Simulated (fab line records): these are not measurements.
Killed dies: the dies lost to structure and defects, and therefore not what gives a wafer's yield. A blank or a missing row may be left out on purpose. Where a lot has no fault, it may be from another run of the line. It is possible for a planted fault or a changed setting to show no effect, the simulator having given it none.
Matching of chambers | flow nand-harc | NHARC_P_M0_DEP_32 on pecvd-01 has 3 sister chambers
The step deposits SiCN, target thk 30 nm. 3 wafers are shown with their chamber, then 7 later ones without.

## WAFERS WITH THEIR CHAMBER
wafer  | chamber | heater-power-w (W)
L362.3 | 1       | 567
L363.1 | 0       | 608
L363.2 | 2       | 579

## WAFERS WITH NO CHAMBER GIVEN
wafer  | heater-power-w (W)
L363.6 | 582
L364.1 | 618
L364.2 | 661
L364.6 | 677
L366.1 | 639
L366.4 | 680
L366.6 | 617

## CHAMBER TAKEN BY EACH
wafer  | from the rows above          | in truth
L363.6 | can't be placed: 2 or 1 or 0 | 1
L364.1 | can't be placed: 0 or 2 or 1 | 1
L364.2 | can't be placed: 0 or 2 or 1 | 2
L364.6 | can't be placed: 0 or 2 or 1 | 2
L366.1 | can't be placed: 0 or 2 or 1 | 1
L366.4 | can't be placed: 0 or 2 or 1 | 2
L366.6 | can't be placed: 0 or 2 or 1 | 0
Correctly placed: 0 of 7. From these rows, 7 cannot be placed; in 7 the true chamber is one of the candidates. Placed wrongly: 0.
How it was worked out, from the rows above alone: a wafer's distance from a chamber is the root of the sum, over the readings, of the square of ((its reading less the chamber's mean) divided by the reading's scatter). If the next closest chamber is less than 2 further off than the closest, the wafer can't be placed; otherwise it belongs to the closest. A chamber's mean is the mean of its shown wafers. The scatter (one wafer shown for each chamber): square how far every hidden wafer sits from the nearest shown wafer, average those squares and take the square root.
